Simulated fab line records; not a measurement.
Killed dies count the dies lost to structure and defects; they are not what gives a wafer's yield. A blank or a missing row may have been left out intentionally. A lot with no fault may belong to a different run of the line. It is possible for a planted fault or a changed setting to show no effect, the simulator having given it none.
Chamber matching | flow n5 finfet | uv cure-02 running N5_BEOL_M9_CURE_72: 3 sister chambers
The step cures SiCOH lowk, time 120 s. 6 wafers are shown with their chamber, then 8 later ones without.

## WAFERS PAIRED WITH THEIR CHAMBERS
wafer  | chamber | wafer_temp_C_max | lamp power pct (%)
L076.4 | 0       | 371.1            | 52.38
L076.6 | 0       | 371.2            | 52.28
L080.4 | 1       | 372.4            | 52.24
L087.4 | 2       | 371.1            | 52.26
L087.6 | 2       | 370.8            | 52.27
L085.2 | 1       | 372.2            | 52.29

## WAFERS WITH NO CHAMBER GIVEN
wafer  | wafer_temp_C_max | lamp power pct (%)
L085.3 | 372.1            | 52.31
L085.6 | 372.5            | 52.29
L095.2 | 370.8            | 52.30
L095.4 | 371.2            | 52.27
L095.6 | 371.3            | 52.29
L097.1 | 371.4            | 52.33
L097.2 | 370.6            | 52.29
L097.5 | 371.2            | 52.22

## WHICH CHAMBER EACH WENT THROUGH
wafer  | from the rows above     | in truth
L085.3 | 1                       | 1
L085.6 | 1                       | 1
L095.2 | can't be placed: 2 or 0 | 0
L095.4 | can't be placed: 0 or 2 | 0
L095.6 | can't be placed: 0 or 2 | 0
L097.1 | can't be placed: 0 or 2 | 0
L097.2 | can't be placed: 2 or 0 | 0
L097.5 | can't be placed: 2 or 0 | 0
Placed correctly: 2 of 8. Cannot be placed on the basis of these rows: 6; the candidates contain the true chamber in 6. Wrongly placed: 0.
How it was worked out, from the rows above alone: a wafer's distance from a chamber is the root of the sum, over the readings, of the square of ((its reading less the chamber's mean) divided by the reading's scatter). If the next closest chamber is less than 2 further off than the closest, the wafer can't be placed; otherwise it belongs to the closest. Each chamber's mean is taken over the wafers shown for it. The scatter is the square root of a quotient: the sum, over the shown wafers, of each reading's squared deviation from its chamber's mean, divided by wafers minus chambers.
